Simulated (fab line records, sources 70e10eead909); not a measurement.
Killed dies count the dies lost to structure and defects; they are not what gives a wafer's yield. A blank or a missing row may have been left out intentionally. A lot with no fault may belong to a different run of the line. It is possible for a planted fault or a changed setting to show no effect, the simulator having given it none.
Which tool did it? :: flow nand-harc :: 24 lots with 72 wafers sampled at 4 steps, on a route of 1159 steps

WHAT THE GAUGES SHOWED, per wafer
NHARC_A_SGD_CUT_THK_MEAS_22: measures by ellipsometry. Usual: thk-nm at 148.4 nm, with a standard deviation of 1.4.
lot: L074
measured: day 13 23:48
on: film-metro-02
thk-nm (nm): 147.2 148.3 148.6
flag: 

lot: L077
measured: day 14 13:49
on: film-metro-02
thk-nm (nm): 148.7 147.7 150.9
flag: 

lot: L075
measured: day 14 13:58
on: film-metro-01
thk-nm (nm): 147.0 149.0 148.1
flag: 

lot: L076
measured: day 14 13:49
on: film-metro-01
thk-nm (nm): 147.7 146.7 145.8
flag: 

lot: L078
measured: day 14 13:58
on: film-metro-02
thk-nm (nm): 149.3 146.9 145.5
flag: 

lot: L079
measured: day 15 03:32
on: film-metro-02
thk-nm (nm): 147.5 148.6 149.6
flag: 

lot: L080
measured: day 15 03:32
on: film-metro-01
thk-nm (nm): 146.3 147.9 147.7
flag: 

lot: L082
measured: day 15 19:19
on: film-metro-02
thk-nm (nm): 148.6 150.2 149.9
flag: 

lot: L081
measured: day 15 19:10
on: film-metro-01
thk-nm (nm): 149.0 149.5 145.9
flag: 

lot: L084
measured: day 16 10:39
on: film-metro-02
thk-nm (nm): 147.6 147.6 149.8
flag: 

lot: L083
measured: day 16 10:40
on: film-metro-01
thk-nm (nm): 149.3 150.1 148.6
flag: 

lot: L087
measured: day 17 07:17
on: film-metro-01
thk-nm (nm): 149.6 147.1 148.2
flag: 

lot: L086
measured: day 17 07:17
on: film-metro-02
thk-nm (nm): 147.5 149.0 149.7
flag: 

lot: L088
measured: day 17 18:04
on: film-metro-01
thk-nm (nm): 145.9 146.9 149.1
flag: 

lot: L085
measured: day 17 17:55
on: film-metro-02
thk-nm (nm): 148.4 147.9 147.7
flag: 

lot: L089
measured: day 17 17:55
on: film-metro-01
thk-nm (nm): 151.0 149.9 149.1
flag: 

lot: L090
measured: day 18 02:44
on: film-metro-01
thk-nm (nm): 146.0 147.1 148.4
flag: 

lot: L091
measured: day 18 02:44
on: film-metro-01
thk-nm (nm): 149.9 149.7 149.8
flag: 

lot: L092
measured: day 18 02:44
on: film-metro-02
thk-nm (nm): 147.6 147.7 149.5
flag: 

lot: L093
measured: day 18 15:22
on: film-metro-01
thk-nm (nm): 148.8 147.9 148.7
flag: 

lot: L094
measured: day 19 04:31
on: film-metro-02
thk-nm (nm): 148.4 149.8 149.8
flag: 

lot: L095
measured: day 19 04:31
on: film-metro-01
thk-nm (nm): 148.0 147.9 147.8
flag: 

lot: L097
measured: day 19 17:28
on: film-metro-01
thk-nm (nm): 147.7 147.3 145.6
flag: 

lot: L096
measured: day 20 01:32
on: film-metro-01
thk-nm (nm): 146.5 150.7 149.9
flag: 

WHAT TOOL EACH LOT RAN ON (gives the tool, then ch and the chambers of the sampled wafers, and finally the start)
lot: L074
NHARC_A_STAIRCASE_STRIP_316: rie-diel-04 ch 0,1,2, day 11 19:50 or earlier
NHARC_A_STAIRCASE_ALD_415: ald-hk-02 ch 1,3, day 11 19:50
NHARC_A_STAIRCASE_DESCUM_443: rie-diel-04 ch 1,2, day 13 10:29

lot: L077
NHARC_A_STAIRCASE_STRIP_316: rie-diel-04 ch 1,2, day 12 08:46 or earlier
NHARC_A_STAIRCASE_ALD_415: ald-hk-01 ch 0,2, day 12 08:46
NHARC_A_STAIRCASE_DESCUM_443: rie-diel-08 ch 2,3, day 14 01:59

lot: L075
NHARC_A_STAIRCASE_STRIP_316: rie-diel-04 ch 0,1,2, day 12 14:16 or earlier
NHARC_A_STAIRCASE_ALD_415: ald-hk-03 ch 0,2, day 12 14:16
NHARC_A_STAIRCASE_DESCUM_443: rie-diel-08 ch 2,3, day 14 02:05

lot: L076
NHARC_A_STAIRCASE_STRIP_316: rie-diel-01 ch 0,1,2, day 12 15:40 or earlier
NHARC_A_STAIRCASE_ALD_415: ald-hk-03 ch 0,3, day 12 15:40
NHARC_A_STAIRCASE_DESCUM_443: rie-diel-01 ch 0,1,2, day 14 02:03

lot: L078
NHARC_A_STAIRCASE_STRIP_316: rie-diel-08 ch 1,2,3, day 12 16:40 or earlier
NHARC_A_STAIRCASE_ALD_415: ald-hk-01 ch 0,1,2, day 12 16:40
NHARC_A_STAIRCASE_DESCUM_443: rie-diel-01 ch 0,2,3, day 14 02:07

lot: L079
NHARC_A_STAIRCASE_STRIP_316: rie-diel-08 ch 0,1,3, day 13 00:41 or earlier
NHARC_A_STAIRCASE_ALD_415: ald-hk-01 ch 0,1,3, day 13 00:41
NHARC_A_STAIRCASE_DESCUM_443: rie-diel-08 ch 0,1,2, day 14 15:59

lot: L080
NHARC_A_STAIRCASE_STRIP_316: rie-diel-01 ch 0,1,2, day 13 02:35 or earlier
NHARC_A_STAIRCASE_ALD_415: ald-hk-02 ch 0,1,2, day 13 02:35
NHARC_A_STAIRCASE_DESCUM_443: rie-diel-01 ch 0,2,3, day 14 15:49

lot: L082
NHARC_A_STAIRCASE_STRIP_316: rie-diel-01 ch 0,2,3, day 13 14:53 or earlier
NHARC_A_STAIRCASE_ALD_415: ald-hk-03 ch 2,3, day 13 14:53
NHARC_A_STAIRCASE_DESCUM_443: rie-diel-08 ch 1,2,3, day 15 07:19

lot: L081
NHARC_A_STAIRCASE_STRIP_316: rie-diel-01 ch 0,1,3, day 13 19:24 or earlier
NHARC_A_STAIRCASE_ALD_415: ald-hk-03 ch 1,2, day 13 19:24
NHARC_A_STAIRCASE_DESCUM_443: rie-diel-04 ch 0,1, day 15 07:28

lot: L084
NHARC_A_STAIRCASE_STRIP_316: rie-diel-08 ch 0,1,2, day 14 02:23 or earlier
NHARC_A_STAIRCASE_ALD_415: ald-hk-02 ch 0,3, day 14 02:23
NHARC_A_STAIRCASE_DESCUM_443: rie-diel-08 ch 2,3, day 15 22:22

lot: L083
NHARC_A_STAIRCASE_STRIP_316: rie-diel-08 ch 0,3, day 14 07:21 or earlier
NHARC_A_STAIRCASE_ALD_415: ald-hk-03 ch 1,2,3, day 14 07:21
NHARC_A_STAIRCASE_DESCUM_443: rie-diel-08 ch 0,2, day 15 22:28

lot: L087
NHARC_A_STAIRCASE_STRIP_316: rie-diel-08 ch 0,1,3, day 15 05:26 or earlier
NHARC_A_STAIRCASE_ALD_415: ald-hk-03 ch 0,1,3, day 15 05:26
NHARC_A_STAIRCASE_DESCUM_443: rie-diel-01 ch 0,1,2, day 16 18:43

lot: L086
NHARC_A_STAIRCASE_STRIP_316: rie-diel-08 ch 0,1,3, day 15 07:07 or earlier
NHARC_A_STAIRCASE_ALD_415: ald-hk-03 ch 0,2,3, day 15 07:07
NHARC_A_STAIRCASE_DESCUM_443: rie-diel-04 ch 0,1,3, day 16 18:53

lot: L088
NHARC_A_STAIRCASE_STRIP_316: rie-diel-04 ch 0,2, day 15 07:54 or earlier
NHARC_A_STAIRCASE_ALD_415: ald-hk-01 ch 0,3, day 15 07:54
NHARC_A_STAIRCASE_DESCUM_443: rie-diel-08 ch 1,3, day 17 03:19

lot: L085
NHARC_A_STAIRCASE_STRIP_316: rie-diel-08 ch 1,2,3, day 15 10:05 or earlier
NHARC_A_STAIRCASE_ALD_415: ald-hk-03 ch 1,3, day 15 10:05
NHARC_A_STAIRCASE_DESCUM_443: rie-diel-04 ch 0,1,2, day 17 03:43

lot: L089
NHARC_A_STAIRCASE_STRIP_316: rie-diel-08 ch 0,2,3, day 15 12:25 or earlier
NHARC_A_STAIRCASE_ALD_415: ald-hk-03 ch 1,3, day 15 12:25
NHARC_A_STAIRCASE_DESCUM_443: rie-diel-01 ch 2,3, day 17 03:29

lot: L090
NHARC_A_STAIRCASE_STRIP_316: rie-diel-01 ch 0,1,3, day 15 20:46 or earlier
NHARC_A_STAIRCASE_ALD_415: ald-hk-01 ch 1,3, day 15 20:46
NHARC_A_STAIRCASE_DESCUM_443: rie-diel-04 ch 0,3, day 17 15:05

lot: L091
NHARC_A_STAIRCASE_STRIP_316: rie-diel-01 ch 1,2, day 16 01:27 or earlier
NHARC_A_STAIRCASE_ALD_415: ald-hk-01 ch 1,3, day 16 01:27
NHARC_A_STAIRCASE_DESCUM_443: rie-diel-01 ch 0,3, day 17 15:14

lot: L092
NHARC_A_STAIRCASE_STRIP_316: rie-diel-01 ch 1,3, day 16 02:24 or earlier
NHARC_A_STAIRCASE_ALD_415: ald-hk-03 ch 0,1,2, day 16 02:24
NHARC_A_STAIRCASE_DESCUM_443: rie-diel-08 ch 0,1,3, day 17 14:55

lot: L093
NHARC_A_STAIRCASE_STRIP_316: rie-diel-08 ch 0,1,2, day 16 13:50 or earlier
NHARC_A_STAIRCASE_ALD_415: ald-hk-02 ch 0,1,3, day 16 13:50
NHARC_A_STAIRCASE_DESCUM_443: rie-diel-04 ch 0,1,2, day 18 02:52

lot: L094
NHARC_A_STAIRCASE_STRIP_316: rie-diel-08 ch 1,2, day 16 23:07 or earlier
NHARC_A_STAIRCASE_ALD_415: ald-hk-03 ch 0,1,2, day 16 23:07
NHARC_A_STAIRCASE_DESCUM_443: rie-diel-01 ch 0,3, day 18 16:33

lot: L095
NHARC_A_STAIRCASE_STRIP_316: rie-diel-04 ch 1,2, day 16 23:12 or earlier
NHARC_A_STAIRCASE_ALD_415: ald-hk-02 ch 0,1,2, day 16 23:12
NHARC_A_STAIRCASE_DESCUM_443: rie-diel-08 ch 0,1, day 18 16:42

lot: L097
NHARC_A_STAIRCASE_STRIP_316: rie-diel-01 ch 0,2, day 17 12:00 or earlier
NHARC_A_STAIRCASE_ALD_415: ald-hk-03 ch 1,2, day 17 12:00
NHARC_A_STAIRCASE_DESCUM_443: rie-diel-01 ch 1,3, day 19 05:35

lot: L096
NHARC_A_STAIRCASE_STRIP_316: rie-diel-08 ch 0,2,3, day 17 20:24 or earlier
NHARC_A_STAIRCASE_ALD_415: ald-hk-02 ch 1,3, day 17 20:24
NHARC_A_STAIRCASE_DESCUM_443: rie-diel-04 ch 1,2,3, day 19 13:40
- NHARC_A_STAIRCASE_STRIP_316: strips in O2.
- NHARC_A_STAIRCASE_ALD_415: deposits SiO2, target thk 30 nm, pulse time 6 s, ald cycles 300.
- NHARC_A_STAIRCASE_DESCUM_443: chemistry O2, time 3 s.

AS READ BY THE TOOLS THEMSELVES (means over the sampled wafers that have a number; for cases with no such wafer, the mark the record gives instead)
NHARC_A_STAIRCASE_STRIP_316. Usual: chamber-pressure-mTorr 60.00 mTorr, standard deviation 0.055; drypump-motor-current-A 5.6 A, standard deviation 0.47; oes-product-au 0.997 a.u., standard deviation 0.0079; rf-vpp-V 57.8 V, standard deviation 0.82; showerhead-plenum-p-Torr 3.49 Torr, standard deviation 0.16; throttle-valve-pct 17.037 %, standard deviation 0.0096.
lot: L074
tool: rie-diel-04
chamber-pressure-mTorr (mTorr): 60.00
drypump-motor-current-A (A): 5.4
oes-product-au (a.u.): 0.996
rf-vpp-V (V): 57.7
showerhead-plenum-p-Torr (Torr): 3.54
throttle-valve-pct (%): 17.036
flag: 

lot: L077
tool: rie-diel-04
chamber-pressure-mTorr (mTorr): 60.02
drypump-motor-current-A (A): 5.1
oes-product-au (a.u.): 0.996
rf-vpp-V (V): 57.3
showerhead-plenum-p-Torr (Torr): 3.50
throttle-valve-pct (%): 17.032
flag: 

lot: L075
tool: rie-diel-04
chamber-pressure-mTorr (mTorr): 60.01
drypump-motor-current-A (A): 5.4
oes-product-au (a.u.): 0.993
rf-vpp-V (V): 57.8
showerhead-plenum-p-Torr (Torr): 3.54
throttle-valve-pct (%): 17.043
flag: 

lot: L076
tool: rie-diel-01
chamber-pressure-mTorr (mTorr): 59.95
drypump-motor-current-A (A): 5.4
oes-product-au (a.u.): 0.991
rf-vpp-V (V): 58.5
showerhead-plenum-p-Torr (Torr): 3.53
throttle-valve-pct (%): 17.029
flag: 

lot: L078
tool: rie-diel-08
chamber-pressure-mTorr (mTorr): 60.02
drypump-motor-current-A (A): 5.7
oes-product-au (a.u.): 0.992
rf-vpp-V (V): 57.5
showerhead-plenum-p-Torr (Torr): 3.50
throttle-valve-pct (%): 17.032
flag: 

lot: L079
tool: rie-diel-08
chamber-pressure-mTorr (mTorr): 59.93
drypump-motor-current-A (A): 5.9
oes-product-au (a.u.): 0.996
rf-vpp-V (V): 57.7
showerhead-plenum-p-Torr (Torr): 3.34
throttle-valve-pct (%): 17.038
flag: 

lot: L080
tool: rie-diel-01
chamber-pressure-mTorr (mTorr): 60.03
drypump-motor-current-A (A): 5.4
oes-product-au (a.u.): 0.997
rf-vpp-V (V): 57.5
showerhead-plenum-p-Torr (Torr): 3.53
throttle-valve-pct (%): 17.033
flag: 

lot: L082
tool: rie-diel-01
chamber-pressure-mTorr (mTorr): 60.00
drypump-motor-current-A (A): 5.3
oes-product-au (a.u.): 0.990
rf-vpp-V (V): 57.1
showerhead-plenum-p-Torr (Torr): 3.64
throttle-valve-pct (%): 17.036
flag: 

lot: L081
tool: rie-diel-01
chamber-pressure-mTorr (mTorr): 59.99
drypump-motor-current-A (A): 5.5
oes-product-au (a.u.): 0.982
rf-vpp-V (V): 58.6
showerhead-plenum-p-Torr (Torr): 3.56
throttle-valve-pct (%): 17.032
flag: 

lot: L084
tool: rie-diel-08
chamber-pressure-mTorr (mTorr): 60.02
drypump-motor-current-A (A): 5.8
oes-product-au (a.u.): 0.994
rf-vpp-V (V): 57.5
showerhead-plenum-p-Torr (Torr): 3.50
throttle-valve-pct (%): 17.045
flag: 

lot: L083
tool: rie-diel-08
chamber-pressure-mTorr (mTorr): 59.98
drypump-motor-current-A (A): 5.8
oes-product-au (a.u.): 0.991
rf-vpp-V (V): 58.5
showerhead-plenum-p-Torr (Torr): 3.30
throttle-valve-pct (%): 17.036
flag: 

lot: L087
tool: rie-diel-08
chamber-pressure-mTorr (mTorr): 60.03
drypump-motor-current-A (A): 5.9
oes-product-au (a.u.): 1.008
rf-vpp-V (V): 57.7
showerhead-plenum-p-Torr (Torr): 3.33
throttle-valve-pct (%): 17.034
flag: 

lot: L086
tool: rie-diel-08
chamber-pressure-mTorr (mTorr): 59.99
drypump-motor-current-A (A): 5.9
oes-product-au (a.u.): 1.001
rf-vpp-V (V): 57.0
showerhead-plenum-p-Torr (Torr): 3.33
throttle-valve-pct (%): 17.036
flag: 

lot: L088
tool: rie-diel-04
chamber-pressure-mTorr (mTorr): 59.96
drypump-motor-current-A (A): 5.6
oes-product-au (a.u.): 1.000
rf-vpp-V (V): 58.3
showerhead-plenum-p-Torr (Torr): 3.52
throttle-valve-pct (%): 17.035
flag: 

lot: L085
tool: rie-diel-08
chamber-pressure-mTorr (mTorr): 60.00
drypump-motor-current-A (A): 5.7
oes-product-au (a.u.): 0.996
rf-vpp-V (V): 58.1
showerhead-plenum-p-Torr (Torr): 3.49
throttle-valve-pct (%): 17.053
flag: 

lot: L089
tool: rie-diel-08
chamber-pressure-mTorr (mTorr): 59.98
drypump-motor-current-A (A): 5.5
oes-product-au (a.u.): 0.998
rf-vpp-V (V): 58.3
showerhead-plenum-p-Torr (Torr): 3.45
throttle-valve-pct (%): 17.036
flag: 

lot: L090
tool: rie-diel-01
chamber-pressure-mTorr (mTorr): 59.96
drypump-motor-current-A (A): 5.5
oes-product-au (a.u.): 1.001
rf-vpp-V (V): 57.7
showerhead-plenum-p-Torr (Torr): 3.55
throttle-valve-pct (%): 17.046
flag: 

lot: L091
tool: rie-diel-01
chamber-pressure-mTorr (mTorr): 59.98
drypump-motor-current-A (A): 5.3
oes-product-au (a.u.): 0.989
rf-vpp-V (V): 58.0
showerhead-plenum-p-Torr (Torr): 3.41
throttle-valve-pct (%): 17.034
flag: 

lot: L092
tool: rie-diel-01
chamber-pressure-mTorr (mTorr): 59.98
drypump-motor-current-A (A): 5.4
oes-product-au (a.u.): 0.996
rf-vpp-V (V): 57.7
showerhead-plenum-p-Torr (Torr): 3.44
throttle-valve-pct (%): 17.038
flag: 

lot: L093
tool: rie-diel-08
chamber-pressure-mTorr (mTorr): 59.97
drypump-motor-current-A (A): 5.8
oes-product-au (a.u.): 1.003
rf-vpp-V (V): 57.5
showerhead-plenum-p-Torr (Torr): 3.48
throttle-valve-pct (%): 17.040
flag: 

lot: L094
tool: rie-diel-08
chamber-pressure-mTorr (mTorr): 59.99
drypump-motor-current-A (A): 5.6
oes-product-au (a.u.): 1.004
rf-vpp-V (V): 58.2
showerhead-plenum-p-Torr (Torr): 3.64
throttle-valve-pct (%): 17.033
flag: 

lot: L095
tool: rie-diel-04
chamber-pressure-mTorr (mTorr): 59.98
drypump-motor-current-A (A): 5.1
oes-product-au (a.u.): 1.000
rf-vpp-V (V): 58.1
showerhead-plenum-p-Torr (Torr): 3.48
throttle-valve-pct (%): 17.038
flag: 

lot: L097
tool: rie-diel-01
chamber-pressure-mTorr (mTorr): 59.97
drypump-motor-current-A (A): 5.2
oes-product-au (a.u.): 1.002
rf-vpp-V (V): 58.2
showerhead-plenum-p-Torr (Torr): 3.59
throttle-valve-pct (%): 17.048
flag: 

lot: L096
tool: rie-diel-08
chamber-pressure-mTorr (mTorr): 60.02
drypump-motor-current-A (A): 5.5
oes-product-au (a.u.): 1.005
rf-vpp-V (V): 57.0
showerhead-plenum-p-Torr (Torr): 3.44
throttle-valve-pct (%): 17.027
flag: 

NHARC_A_STAIRCASE_ALD_415. Usual: heater-power-w 480 W, standard deviation 55; precursor-pulse-height-rel 0.999, standard deviation 0.017.
lot: L074
tool: ald-hk-02
heater-power-w (W): 419
precursor-pulse-height-rel: 0.997
flag: 

lot: L077
tool: ald-hk-01
heater-power-w (W): 496
precursor-pulse-height-rel: 1.006
flag: 

lot: L075
tool: ald-hk-03
heater-power-w (W): 492
precursor-pulse-height-rel: 1.002
flag: 

lot: L076
tool: ald-hk-03
heater-power-w (W): 544
precursor-pulse-height-rel: 0.982
flag: 

lot: L078
tool: ald-hk-01
heater-power-w (W): 466
precursor-pulse-height-rel: 0.990
flag: 

lot: L079
tool: ald-hk-01
heater-power-w (W): 441
precursor-pulse-height-rel: 1.015
flag: 

lot: L080
tool: ald-hk-02
heater-power-w (W): 433
precursor-pulse-height-rel: 1.001
flag: 

lot: L082
tool: ald-hk-03
heater-power-w (W): 525
precursor-pulse-height-rel: 0.995
flag: 

lot: L081
tool: ald-hk-03
heater-power-w (W): 463
precursor-pulse-height-rel: 1.005
flag: 

lot: L084
tool: ald-hk-02
heater-power-w (W): 466
precursor-pulse-height-rel: 0.997
flag: 

lot: L083
tool: ald-hk-03
heater-power-w (W): 516
precursor-pulse-height-rel: 0.991
flag: 

lot: L087
tool: ald-hk-03
heater-power-w (W): 521
precursor-pulse-height-rel: 0.986
flag: 

lot: L086
tool: ald-hk-03
heater-power-w (W): 477
precursor-pulse-height-rel: 0.999
flag: 

lot: L088
tool: ald-hk-01
heater-power-w (W): 470
precursor-pulse-height-rel: 0.987
flag: 

lot: L085
tool: ald-hk-03
heater-power-w (W): 541
precursor-pulse-height-rel: 1.004
flag: 

lot: L089
tool: ald-hk-03
heater-power-w (W): 542
precursor-pulse-height-rel: 0.998
flag: 

lot: L090
tool: ald-hk-01
heater-power-w (W): 422
precursor-pulse-height-rel: 0.989
flag: 

lot: L091
tool: ald-hk-01
heater-power-w (W): 432
precursor-pulse-height-rel: 1.010
flag: 

lot: L092
tool: ald-hk-03
heater-power-w (W): 495
precursor-pulse-height-rel: 1.008
flag: 

lot: L093
tool: ald-hk-02
heater-power-w (W): 443
precursor-pulse-height-rel: 1.020
flag: 

lot: L094
tool: ald-hk-03
heater-power-w (W): 491
precursor-pulse-height-rel: 0.987
flag: 

lot: L095
tool: ald-hk-02
heater-power-w (W): 438
precursor-pulse-height-rel: 1.010
flag: 

lot: L097
tool: ald-hk-03
heater-power-w (W): 466
precursor-pulse-height-rel: 0.998
flag: 

lot: L096
tool: ald-hk-02
heater-power-w (W): 461
precursor-pulse-height-rel: 0.980
flag: 

NHARC_A_STAIRCASE_DESCUM_443. Usual: chamber-pressure-mTorr 59.99 mTorr, standard deviation 0.053; drypump-motor-current-A 5.6 A, standard deviation 0.5; oes-product-au 0.998 a.u., standard deviation 0.0079; rf-vpp-V 57.7 V, standard deviation 0.86; showerhead-plenum-p-Torr 1.90 Torr, standard deviation 0.093; throttle-valve-pct 11.310 %, standard deviation 0.0088.
lot: L074
tool: rie-diel-04
chamber-pressure-mTorr (mTorr): 59.99
drypump-motor-current-A (A): 5.1
oes-product-au (a.u.): 1.006
rf-vpp-V (V): 58.7
showerhead-plenum-p-Torr (Torr): 1.90
throttle-valve-pct (%): 11.318
flag: 

lot: L077
tool: rie-diel-08
chamber-pressure-mTorr (mTorr): 60.06
drypump-motor-current-A (A): 5.4
oes-product-au (a.u.): 1.002
rf-vpp-V (V): 58.3
showerhead-plenum-p-Torr (Torr): 1.87
throttle-valve-pct (%): 11.313
flag: 

lot: L075
tool: rie-diel-08
chamber-pressure-mTorr (mTorr): 59.95
drypump-motor-current-A (A): 5.3
oes-product-au (a.u.): 1.001
rf-vpp-V (V): 57.8
showerhead-plenum-p-Torr (Torr): 1.96
throttle-valve-pct (%): 11.316
flag: 

lot: L076
tool: rie-diel-01
chamber-pressure-mTorr (mTorr): 59.99
drypump-motor-current-A (A): 5.4
oes-product-au (a.u.): 0.994
rf-vpp-V (V): 57.1
showerhead-plenum-p-Torr (Torr): 1.91
throttle-valve-pct (%): 11.309
flag: 

lot: L078
tool: rie-diel-01
chamber-pressure-mTorr (mTorr): 60.00
drypump-motor-current-A (A): 5.3
oes-product-au (a.u.): 0.991
rf-vpp-V (V): 57.4
showerhead-plenum-p-Torr (Torr): 1.98
throttle-valve-pct (%): 11.321
flag: 

lot: L079
tool: rie-diel-08
chamber-pressure-mTorr (mTorr): 60.05
drypump-motor-current-A (A): 5.8
oes-product-au (a.u.): 0.997
rf-vpp-V (V): 57.5
showerhead-plenum-p-Torr (Torr): 1.89
throttle-valve-pct (%): 11.316
flag: 

lot: L080
tool: rie-diel-01
chamber-pressure-mTorr (mTorr): 60.00
drypump-motor-current-A (A): 5.3
oes-product-au (a.u.): 1.000
rf-vpp-V (V): 58.9
showerhead-plenum-p-Torr (Torr): 1.98
throttle-valve-pct (%): 11.307
flag: 

lot: L082
tool: rie-diel-08
chamber-pressure-mTorr (mTorr): 60.01
drypump-motor-current-A (A): 5.7
oes-product-au (a.u.): 1.007
rf-vpp-V (V): 58.1
showerhead-plenum-p-Torr (Torr): 1.89
throttle-valve-pct (%): 11.306
flag: 

lot: L081
tool: rie-diel-04
chamber-pressure-mTorr (mTorr): 59.98
drypump-motor-current-A (A): 5.3
oes-product-au (a.u.): 1.000
rf-vpp-V (V): 57.9
showerhead-plenum-p-Torr (Torr): 1.91
throttle-valve-pct (%): 11.299
flag: 

lot: L084
tool: rie-diel-08
chamber-pressure-mTorr (mTorr): 60.02
drypump-motor-current-A (A): 5.3
oes-product-au (a.u.): 0.992
rf-vpp-V (V): 58.3
showerhead-plenum-p-Torr (Torr): 1.96
throttle-valve-pct (%): 11.314
flag: 

lot: L083
tool: rie-diel-08
chamber-pressure-mTorr (mTorr): 59.97
drypump-motor-current-A (A): 5.7
oes-product-au (a.u.): 0.998
rf-vpp-V (V): 57.2
showerhead-plenum-p-Torr (Torr): 1.87
throttle-valve-pct (%): 11.301
flag: 

lot: L087
tool: rie-diel-01
chamber-pressure-mTorr (mTorr): 59.96
drypump-motor-current-A (A): 5.4
oes-product-au (a.u.): 0.993
rf-vpp-V (V): 58.3
showerhead-plenum-p-Torr (Torr): 1.91
throttle-valve-pct (%): 11.314
flag: 

lot: L086
tool: rie-diel-04
chamber-pressure-mTorr (mTorr): 60.01
drypump-motor-current-A (A): 5.9
oes-product-au (a.u.): 0.999
rf-vpp-V (V): 57.0
showerhead-plenum-p-Torr (Torr): 1.89
throttle-valve-pct (%): 11.311
flag: 

lot: L088
tool: rie-diel-08
chamber-pressure-mTorr (mTorr): 59.99
drypump-motor-current-A (A): 6.1
oes-product-au (a.u.): 0.998
rf-vpp-V (V): 57.8
showerhead-plenum-p-Torr (Torr): 1.82
throttle-valve-pct (%): 11.310
flag: 

lot: L085
tool: rie-diel-04
chamber-pressure-mTorr (mTorr): 59.93
drypump-motor-current-A (A): 5.4
oes-product-au (a.u.): 1.001
rf-vpp-V (V): 58.7
showerhead-plenum-p-Torr (Torr): 1.91
throttle-valve-pct (%): 11.311
flag: 

lot: L089
tool: rie-diel-01
chamber-pressure-mTorr (mTorr): 59.97
drypump-motor-current-A (A): 5.1
oes-product-au (a.u.): 0.998
rf-vpp-V (V): 58.4
showerhead-plenum-p-Torr (Torr): 1.97
throttle-valve-pct (%): 11.307
flag: 

lot: L090
tool: rie-diel-04
chamber-pressure-mTorr (mTorr): 60.04
drypump-motor-current-A (A): 6.5
oes-product-au (a.u.): 1.002
rf-vpp-V (V): 57.6
showerhead-plenum-p-Torr (Torr): 1.86
throttle-valve-pct (%): 11.305
flag: 

lot: L091
tool: rie-diel-01
chamber-pressure-mTorr (mTorr): 59.94
drypump-motor-current-A (A): 5.4
oes-product-au (a.u.): 0.996
rf-vpp-V (V): 56.9
showerhead-plenum-p-Torr (Torr): 1.99
throttle-valve-pct (%): 11.306
flag: 

lot: L092
tool: rie-diel-08
chamber-pressure-mTorr (mTorr): 59.98
drypump-motor-current-A (A): 5.9
oes-product-au (a.u.): 0.997
rf-vpp-V (V): 57.8
showerhead-plenum-p-Torr (Torr): 1.79
throttle-valve-pct (%): 11.311
flag: 

lot: L093
tool: rie-diel-04
chamber-pressure-mTorr (mTorr): 60.01
drypump-motor-current-A (A): 5.4
oes-product-au (a.u.): 1.007
rf-vpp-V (V): 57.7
showerhead-plenum-p-Torr (Torr): 1.90
throttle-valve-pct (%): 11.314
flag: 

lot: L094
tool: rie-diel-01
chamber-pressure-mTorr (mTorr): 59.95
drypump-motor-current-A (A): 5.6
oes-product-au (a.u.): 0.991
rf-vpp-V (V): 57.2
showerhead-plenum-p-Torr (Torr): 1.98
throttle-valve-pct (%): 11.306
flag: 

lot: L095
tool: rie-diel-08
chamber-pressure-mTorr (mTorr): 60.02
drypump-motor-current-A (A): 6.1
oes-product-au (a.u.): 0.991
rf-vpp-V (V): 56.6
showerhead-plenum-p-Torr (Torr): 1.79
throttle-valve-pct (%): 11.313
flag: 

lot: L097
tool: rie-diel-01
chamber-pressure-mTorr (mTorr): 60.02
drypump-motor-current-A (A): 5.4
oes-product-au (a.u.): 1.002
rf-vpp-V (V): 58.1
showerhead-plenum-p-Torr (Torr): 1.86
throttle-valve-pct (%): 11.308
flag: 

lot: L096
tool: rie-diel-04
chamber-pressure-mTorr (mTorr): 59.99
drypump-motor-current-A (A): 5.7
oes-product-au (a.u.): 1.001
rf-vpp-V (V): 57.2
showerhead-plenum-p-Torr (Torr): 1.86
throttle-valve-pct (%): 11.306
flag: 

THE ANSWER, worked out from the rows above alone
Rule: take the mean of a lot's wafers that have a number; if it is more than 3 standard deviations from the usual mean, the lot is off. Also off: a lot with no number at a reading for which 4 or more lots have one. The other lots that the step has rows for count as sound. The gauges are gone through in route order, then the tools' own readings, and for those a lot's mean is taken as printed above. The first step at which some lot is off is used, and at that step the reading that is off furthest; a lot without a number counts as furthest.
Across all readings shown, no lot is off: no conclusion can be drawn from this.

WHAT THE SIMULATOR HAD PUT IN
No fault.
